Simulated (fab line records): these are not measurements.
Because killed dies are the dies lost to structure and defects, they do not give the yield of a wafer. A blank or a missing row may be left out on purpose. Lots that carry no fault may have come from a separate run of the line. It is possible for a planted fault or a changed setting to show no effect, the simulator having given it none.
A struck lot beside a sound one    flow n5_finfet    24 steps out of a route of 1938
Sound: these wafers, L705.2, L705.3, L705.5. The struck wafers were L696.1, L696.3, L696.6. The cause comes at the end.
Per side, at each step with rows, come the tool, then ch with its chambers, and then its first start. Under that, the readings that differ: sound wafers    struck wafers    difference of the means    sigmas: that difference in standard deviations of wafers without a fault.
alike: words and numbers the same on both sides, and readings whose means are apart by under 2 such deviations; not compared: readings that were withheld, readings missing a value for some wafer, numbers with overlapping values and no deviation given by the record, and bounds like >300 which may hide the same value.
Wherever a step has rows on one side only, a row that says differs or no value, or a row with sigmas, the two part there. Numbers that don't overlap but have no deviation are shown without sigmas and don't part them. A reading that every wafer of one side lacks parts them only if that side has two wafers or more.

first, 9 steps without rows for these wafers: N5_MOL_CONTACT_COAG_SRD_126 (dry time 32 s); N5_MOL_CONTACT_COAG_CMP_23 (polishes, stops on SiO2, t overpolish 1.5 s, target thk 0 nm); N5_MOL_CONTACT_COAG_WET_ETCH_26 (target Co, target depth 13 nm); N5_MOL_CONTACT_COAG_WET_ETCH_116 (etches the open film in SC1-inhibited, target depth 4.6 nm, rinse time 30 s); N5_MOL_CONTACT_COAG_ALD_27 (deposits SiOC, target thk 17 nm, pulse time 1.5 s, time 2720 s); N5_MOL_CONTACT_COAG_CMP_28 (polishes, stops on SiNx, t overpolish 0.85 s, target thk 14.522 nm); N5_MOL_CONTACT_COAG_ALD_123 (deposits SiNx, target thk 5 nm, pulse time 1 s, purge time 2 s); N5_MOL_CONTACT_COAG_PECVD_31 (deposits SiO2 from TEOS/O2, target thk 46 nm, time 8.9 s); N5_MOL_CONTACT_COAG_COAT_75 (time 60 s, resist thk 60 nm).
N5_MOL_CONTACT_COAG_COAT_76: time 60 s, resist thk 10 nm.
  sound on litho_track-03 ch 0, day 10 02:46; struck on litho_track-02 ch 0, day 7 20:36
reading                                              sound                 struck                difference  sigmas
spin_speed_rpm (rpm)                                 1499.8 1500.2 1499.7  1644.4 1643.9 1643.6  +144.1      +99 or more
model.SiARC_of_MOL_CONTACT_COAG_COAT_76.thk_nm (nm)  10 10 10              9.6 9.6 9.6           -0.4        
then, 9 steps without rows for these wafers: N5_MOL_CONTACT_COAG_COAT_77 (time 60 s, resist thk 10 nm); N5_MOL_CONTACT_COAG_COAT_78 (resist thk 40 nm); N5_MOL_CONTACT_COAG_EBR_80; N5_MOL_CONTACT_COAG_SOFTBAKE_79 (time 60 s); N5_MOL_CONTACT_COAG_EXPOSE_81 (exposes mask VG, defocus 0 nm); N5_MOL_CONTACT_COAG_PEB_82 (peb time 60 s); N5_MOL_CONTACT_COAG_DEVELOP_83 (develop time 30 s); N5_MOL_CONTACT_COAG_DESCUM_88 (chemistry O2, time 7 s); N5_MOL_CONTACT_COAG_ETCH_89 (etches underlayer in N2/H2, target depth 13 nm, time 10.4 s).
N5_MOL_CONTACT_COAG_ETCH_90: etches SiARC in CF4, target depth 13 nm, time 21.7 s.
  sound on rie_diel-05 ch 0,1, day 10 03:13; struck on rie_diel-04 ch 1,2,3, day 7 21:10
reading                                                sound              struck             difference  sigmas
drypump_motor_current_A (A)                            5.5 5.6 5.5        6.1 6.2 6.5        +0.7        +2
etch_rf_on_time_s (s)                                  22.0 21.2 21.9     21.4 20.7 20.9     -0.7        -2
model.etch.depth_nm (nm)                               10.02 10.01 10.01  9.646 9.605 9.636  -0.384      
model.CAR-EUV_of_MOL_CONTACT_COAG_COAT_78.thk_nm (nm)  17 16.8 17         17.4 17.4 17.4     +0.5        
  alike: oes_product_au, rf_vpp_V, showerhead_plenum_p_Torr, throttle_valve_pct
  not compared: rf_hours_counter_h
then, 1 step without rows for these wafers: N5_MOL_CONTACT_COAG_ALD_131 (deposits SiO2, target thk 5 nm, pulse time 1 s, co reactant pulse time 1 s).
N5_MOL_CONTACT_COAG_ETCHBACK_132: etches SiO2 in CHF3, target depth 10 nm, time 6.7 s.
  sound on rie_diel-05 ch 1,2,3, day 10 03:29; struck on rie_diel-04 ch 1,2,3, day 7 21:26
reading                                                sound           struck       difference  sigmas
drypump_motor_current_A (A)                            5.8 5.5 5.5     6.5 6.1 6.3  +0.7        +2
model.CAR-EUV_of_MOL_CONTACT_COAG_COAT_78.thk_nm (nm)  15.6 15.4 15.4  16 16 16     +1          
  alike: oes_product_au, rf_vpp_V, showerhead_plenum_p_Torr, throttle_valve_pct
  not compared: rf_hours_counter_h
N5_MOL_CONTACT_COAG_ETCH_91: etches SOC in N2/H2, target depth 60 nm, overetch 21 nm, time 101.2 s.
  sound on rie_diel-05 ch 1,2,3, day 10 03:31; struck on rie_diel-04 ch 1,2,3, day 7 21:28
reading                                              sound        struck       difference  sigmas
model.SiARC_of_MOL_CONTACT_COAG_COAT_76.thk_nm (nm)  5.8 5.8 5.8  5.4 5.4 5.4  -0.4        
  alike: drypump_motor_current_A, oes_product_au, rf_vpp_V, showerhead_plenum_p_Torr, throttle_valve_pct
  not compared: rf_hours_counter_h
then, 1 step without rows for these wafers: N5_MOL_CONTACT_COAG_STRIP_92 (strips in N2/H2).

WHERE THEY PART
First at N5_MOL_CONTACT_COAG_COAT_76; last, within this record, at N5_MOL_CONTACT_COAG_ETCHBACK_132. Later steps at which nothing parts them and some readings are alike: N5_MOL_CONTACT_COAG_ETCH_91.

WHY: whatever the simulator had introduced
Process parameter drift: litho_track-02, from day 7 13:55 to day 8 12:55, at N5_MOL_CONTACT_COAG_COAT_76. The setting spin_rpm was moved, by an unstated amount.
